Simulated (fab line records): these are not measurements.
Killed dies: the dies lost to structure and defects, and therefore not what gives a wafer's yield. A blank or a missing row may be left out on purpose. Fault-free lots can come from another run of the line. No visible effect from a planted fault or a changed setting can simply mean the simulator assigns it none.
The tool behind it: which one? + flow nandHarc + Sampling: 12 lots, 35 wafers, 5 of 1302 route steps

== WHAT THE GAUGES READ, wafer by wafer ==
NHARC_P_GATE_CD_MEAS_59: target cd 720 nm. Usual: cdNm reads 719.7 nm (standard deviation 2.1).
| lot  | measured     | on       | cdNm (nm)         | flag |
|------|--------------|----------|-------------------|------|
| L166 | day 6 03:25  | cdSem-03 | 718.9 717.0 718.0 |      |
| L169 | day 7 00:13  | cdSem-01 | 723.9 719.1 721.6 |      |
| L170 | day 7 14:53  | cdSem-02 | 717.9 720.5 719.4 |      |
| L171 | day 8 05:58  | cdSem-02 | 718.9 719.4 721.6 |      |
| L172 | day 8 12:05  | cdSem-03 | 717.9 718.0 717.7 |      |
| L173 | day 9 00:59  | cdSem-02 | 716.4 716.8 716.3 |      |
| L174 | day 9 13:00  | cdSem-03 | 719.9 718.5 721.0 |      |
| L176 | day 10 02:14 | cdSem-01 | 719.8 722.0 717.0 |      |
| L177 | day 10 16:13 | cdSem-02 | 722.6 720.0 722.9 |      |
| L186 | day 14 07:19 | cdSem-01 | 718.8 719.9       |      |
| L187 | day 14 17:43 | cdSem-01 | 721.2 723.5 720.0 |      |
| L188 | day 15 06:32 | cdSem-02 | 718.8 717.8 723.6 |      |

NHARC_P_GATE_CD_MEAS_91: target cd 2000 nm. Usual: cdNm reads 2000.4 nm (standard deviation 1.6).
| lot  | measured     | on       | cdNm (nm)            | flag |
|------|--------------|----------|----------------------|------|
| L166 | day 6 05:07  | cdSem-01 | 1999.8 2000.3 2000.9 |      |
| L169 | day 7 01:57  | cdSem-02 | 2002.3 1998.3 2000.2 |      |
| L170 | day 7 16:36  | cdSem-01 | 1998.9 1999.9 2000.5 |      |
| L171 | day 8 07:41  | cdSem-03 | 2000.4 2000.3 2003.4 |      |
| L172 | day 8 13:48  | cdSem-02 | 2002.8 1998.0 2001.0 |      |
| L173 | day 9 02:35  | cdSem-03 | 2003.1 2001.9 2002.0 |      |
| L174 | day 9 14:43  | cdSem-01 | 2002.7 2001.4 2003.0 |      |
| L176 | day 10 03:56 | cdSem-02 | 2000.8 2001.2 1999.2 |      |
| L177 | day 10 17:48 | cdSem-02 | 2000.4 2002.6 2001.9 |      |
| L186 | day 14 08:53 | cdSem-01 | 2000.7 2011.0        | OFF  |
| L187 | day 14 19:27 | cdSem-02 | 1998.7 2001.7 1996.7 |      |
| L188 | day 15 08:06 | cdSem-03 | 1998.1 1997.3 1999.0 |      |

== WHICH TOOL RAN EACH LOT (tool, then ch and the chambers of the sampled wafers, then the start) ==
| lot  | NHARC_P_GATE_ETCHBACK_37                     | NHARC_P_GATE_STRIP_112              | NHARC_P_GATE_EXPOSE_88           |
|------|----------------------------------------------|-------------------------------------|----------------------------------|
| L166 | rieDiel-09 ch 1,3, day 6 03:25 or earlier    | plasmaAsher-01 ch 0,1, day 6 03:56  | krfScanner-02 ch 0, day 6 04:58  |
| L169 | rieDiel-09 ch 1,2, day 7 00:13 or earlier    | plasmaAsher-01 ch 0, day 7 00:49    | krfScanner-03 ch 0, day 7 01:47  |
| L170 | rieDiel-01 ch 0,2,3, day 7 14:53 or earlier  | plasmaAsher-02 ch 0,1, day 7 15:32  | krfScanner-01 ch 0, day 7 16:27  |
| L171 | rieDiel-01 ch 1,3, day 8 05:58 or earlier    | plasmaAsher-02 ch 0,1, day 8 06:30  | krfScanner-03 ch 0, day 8 07:32  |
| L172 | rieDiel-09 ch 0,1, day 8 12:05 or earlier    | plasmaAsher-01 ch 0, day 8 12:40    | krfScanner-02 ch 0, day 8 13:39  |
| L173 | rieDiel-01 ch 0,1,3, day 9 00:59 or earlier  | plasmaAsher-02 ch 0,1, day 9 01:33  | krfScanner-02 ch 0, day 9 02:26  |
| L174 | rieDiel-01 ch 0,2,3, day 9 13:00 or earlier  | plasmaAsher-02 ch 0,1, day 9 13:31  | krfScanner-01 ch 0, day 9 14:33  |
| L176 | rieDiel-10 ch 1,2,3, day 10 02:14 or earlier | plasmaAsher-02 ch 0,1, day 10 02:46 | krfScanner-01 ch 0, day 10 03:47 |
| L177 | rieDiel-10 ch 1,2, day 10 16:13 or earlier   | plasmaAsher-02 ch 0,1, day 10 16:49 | krfScanner-01 ch 0, day 10 17:39 |
| L186 | rieDiel-09 ch 0,3, day 14 07:19 or earlier   | plasmaAsher-01 ch 0,1, day 14 08:00 | krfScanner-01 ch 0, day 14 08:44 |
| L187 | rieDiel-01 ch 0,1,2, day 14 17:43 or earlier | plasmaAsher-02 ch 0,1, day 14 18:16 | krfScanner-03 ch 0, day 14 19:18 |
| L188 | rieDiel-10 ch 0,1,2, day 15 06:32 or earlier | plasmaAsher-02 ch 0,1, day 15 07:03 | krfScanner-03 ch 0, day 15 07:57 |
- NHARC_P_GATE_ETCHBACK_37: etches the open film in CHF3/O2, target depth 34.5 nm, time 17.2 s.
- NHARC_P_GATE_STRIP_112: strips in N2/H2, time 200 s.
- NHARC_P_GATE_EXPOSE_88: exposes mask P HVN, target cd 2000 nm.

== WHAT THE TOOLS THEMSELVES READ (means of the sampled wafers that have a number; where no wafer has one, the mark that the record gives instead) ==
NHARC_P_GATE_ETCHBACK_37. Usual: drypumpMotorCurrentA 5.7 A, standard deviation 0.37; o2FlowSccm 9.998 sccm, standard deviation 0.029; oesProductAu 0.95 a.u., standard deviation 0.034; rfVppV 371.0 V, standard deviation 2.3; showerheadPlenumPTorr 2.42 Torr, standard deviation 0.098; throttleValvePct 20.571 %, standard deviation 0.0094.
| lot  | tool       | drypumpMotorCurrentA (A) | o2FlowSccm (sccm) | oesProductAu (a.u.) | rfVppV (V) | showerheadPlenumPTorr (Torr) | throttleValvePct (%) | flag |
|------|------------|--------------------------|-------------------|---------------------|------------|------------------------------|----------------------|------|
| L166 | rieDiel-09 | 5.7                      | 9.983             | 0.95                | 370.8      | 2.42                         | 20.569               |      |
| L169 | rieDiel-09 | 6.3                      | 10.001            | 0.94                | 367.8      | 2.31                         | 20.578               |      |
| L170 | rieDiel-01 | 5.8                      | 10.020            | 0.92                | 371.4      | 2.45                         | 20.572               |      |
| L171 | rieDiel-01 | 5.9                      | 9.955             | 0.92                | 371.8      | 2.42                         | 20.573               |      |
| L172 | rieDiel-09 | 5.7                      | 9.997             | 0.92                | 372.7      | 2.51                         | 20.566               |      |
| L173 | rieDiel-01 | 5.6                      | 9.988             | 0.96                | 369.4      | 2.38                         | 20.572               |      |
| L174 | rieDiel-01 | 5.8                      | 10.013            | 0.99                | 370.5      | 2.45                         | 20.561               |      |
| L176 | rieDiel-10 | 5.5                      | 9.977             | 0.93                | 369.5      | 2.39                         | 20.575               |      |
| L177 | rieDiel-10 | 5.4                      | 10.032            | 0.98                | 370.9      | 2.43                         | 20.568               |      |
| L186 | rieDiel-09 | 5.6                      | 10.013            | 0.93                | 373.1      | 2.50                         | 20.567               |      |
| L187 | rieDiel-01 | 5.5                      | 10.006            | 0.93                | 370.1      | 2.39                         | 20.571               |      |
| L188 | rieDiel-10 | 5.6                      | 10.009            | 1.01                | 372.6      | 2.48                         | 20.569               |      |

NHARC_P_GATE_STRIP_112. Usual: drypumpMotorCurrentA 5.1 A, standard deviation 0.47; heaterPowerW 84 W, standard deviation 7.8.
| lot  | tool           | drypumpMotorCurrentA (A) | heaterPowerW (W) | flag |
|------|----------------|--------------------------|------------------|------|
| L166 | plasmaAsher-01 | 5.8                      | 85               |      |
| L169 | plasmaAsher-01 | 5.7                      | 72               |      |
| L170 | plasmaAsher-02 | 4.8                      | 88               |      |
| L171 | plasmaAsher-02 | 4.8                      | 84               |      |
| L172 | plasmaAsher-01 | 5.8                      | 72               |      |
| L173 | plasmaAsher-02 | 4.8                      | 86               |      |
| L174 | plasmaAsher-02 | 4.8                      | 87               |      |
| L176 | plasmaAsher-02 | 4.8                      | 87               |      |
| L177 | plasmaAsher-02 | 4.8                      | 87               |      |
| L186 | plasmaAsher-01 | 5.8                      | 79               |      |
| L187 | plasmaAsher-02 | 4.8                      | 84               |      |
| L188 | plasmaAsher-02 | 4.8                      | 85               |      |

== THE ANSWER, worked out from the rows above alone ==
Rule: a lot counts as off when the mean over its wafers that have a number is more than 3 standard deviations away from the usual mean. A lot without any number at a reading at which 4 lots or more have one is off too. The other lots that the step has rows for count as sound. Order of review: gauges by route order, followed by the tools' own readings, for which a lot's mean as printed above is used. At the first step where some lot is off, the reading lying furthest off is the one used; lots without a number count as furthest.
Off at NHARC_P_GATE_CD_MEAS_91 (cdNm): L186.
If a tool, at a process step before that reading, ran all the lots that are off and no sound lot after the first of them, it fits. Gauges at NHARC_P_GATE_CD_MEAS_91: tried the same way as those tools. Because NHARC_P_GATE_ETCHBACK_37 lacks a start for some lots, the hours and order of its lots are taken from NHARC_P_GATE_CD_MEAS_59. Can't be told from this: 4 tools fit, rieDiel-09 at NHARC_P_GATE_ETCHBACK_37, plasmaAsher-01 at NHARC_P_GATE_STRIP_112, krfScanner-01 at NHARC_P_GATE_EXPOSE_88, cdSem-01 at NHARC_P_GATE_CD_MEAS_91.

== WHAT THE SIMULATOR PUT IN ==
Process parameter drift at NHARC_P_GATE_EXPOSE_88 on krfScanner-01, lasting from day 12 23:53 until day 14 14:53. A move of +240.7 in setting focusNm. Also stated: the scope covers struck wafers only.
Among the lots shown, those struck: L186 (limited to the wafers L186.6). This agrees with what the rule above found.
